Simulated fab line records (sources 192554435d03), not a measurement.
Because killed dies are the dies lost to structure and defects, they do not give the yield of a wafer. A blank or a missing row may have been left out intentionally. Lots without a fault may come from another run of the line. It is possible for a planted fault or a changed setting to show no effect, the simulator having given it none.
Chamber matching	flow n5-finfet	N5_BEOL_M8_STRIP_19 on rie-diel-06: 4 sister chambers
The step strips in O2. 22 wafers are shown with their chamber, then 11 later ones without.

## EACH WAFER AND ITS CHAMBER
wafer	chamber	drypump-motor-current-A (A)	showerhead-plenum-p-Torr (Torr)	throttle-valve-pct (%)
L074.3	0	6.02	2.04	16.44
L074.4	2	5.57	2.11	16.50
L074.5	3	5.93	1.99	16.92
L080.2	2	5.56	2.11	16.53
L080.4	3	5.92	1.99	16.93
L080.6	2	5.54	2.11	16.52
L082.2	2	5.54	2.10	16.53
L082.3	1	5.41	2.13	16.61
L082.6	3	5.93	1.98	16.97
L084.1	1	5.41	2.13	16.58
L084.3	2	5.57	2.10	16.55
L084.6	3	5.95	1.98	16.97
L083.1	1	5.40	2.13	16.58
L083.4	2	5.54	2.10	16.56
L083.5	0	6.04	2.03	16.46
L086.1	2	5.52	2.10	16.57
L086.3	0	6.09	2.03	16.47
L086.4	1	5.42	2.13	16.59
L092.2	1	5.42	2.12	16.62
L092.4	1	5.41	2.12	16.63
L092.5	2	5.54	2.10	16.59
L094.2	1	5.41	2.12	16.62

SIGNATURES (means of the wafers above)
reading	chamber 0	chamber 1	chamber 2	chamber 3	scatter within a chamber
drypump-motor-current-A	6.0500	5.4114	5.5475	5.9325	0.0175
showerhead-plenum-p-Torr	2.0333	2.1257	2.1037	1.9850	0.0054
throttle-valve-pct	16.4567	16.6043	16.5437	16.9475	0.0248
Rule: a wafer's distance from a chamber is the root of the sum, over the readings, of the square of ((its reading less the chamber's mean) divided by the reading's scatter). If the next closest chamber is less than 2 further off than the closest, the wafer can't be placed; otherwise it belongs to the closest. How the scatter is found: for the shown wafers, subtract from each reading the mean of its chamber, square and add these, divide the total by (wafers less chambers), then take the root.

## WAFERS MISSING THEIR CHAMBER
wafer	drypump-motor-current-A (A)	showerhead-plenum-p-Torr (Torr)	throttle-valve-pct (%)
L094.4	5.92	2.24	16.51
L094.6	5.40	2.12	16.63
L097.1	5.42	2.12	16.64
L097.2	5.92	2.24	16.52
L097.3	5.56	2.09	16.59
L097.4	6.02	2.02	16.52
L097.5	5.92	2.24	16.50
L097.6	5.99	2.02	16.51
L096.1	5.39	2.12	16.65
L096.5	5.91	2.24	16.51
L096.6	6.00	2.02	16.50

## THE CHAMBER EACH PASSED THROUGH
wafer	from the rows above	in truth
L094.4	2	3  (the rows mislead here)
L094.6	1	1
L097.1	1	1
L097.2	2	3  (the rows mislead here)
L097.3	2	2
L097.4	0	0
L097.5	2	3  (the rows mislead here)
L097.6	0	0
L096.1	1	1
L096.5	2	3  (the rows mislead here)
L096.6	0	0
Placed correctly: 7 of 11. Not placeable from these rows: 0. Wrongly placed: 4.
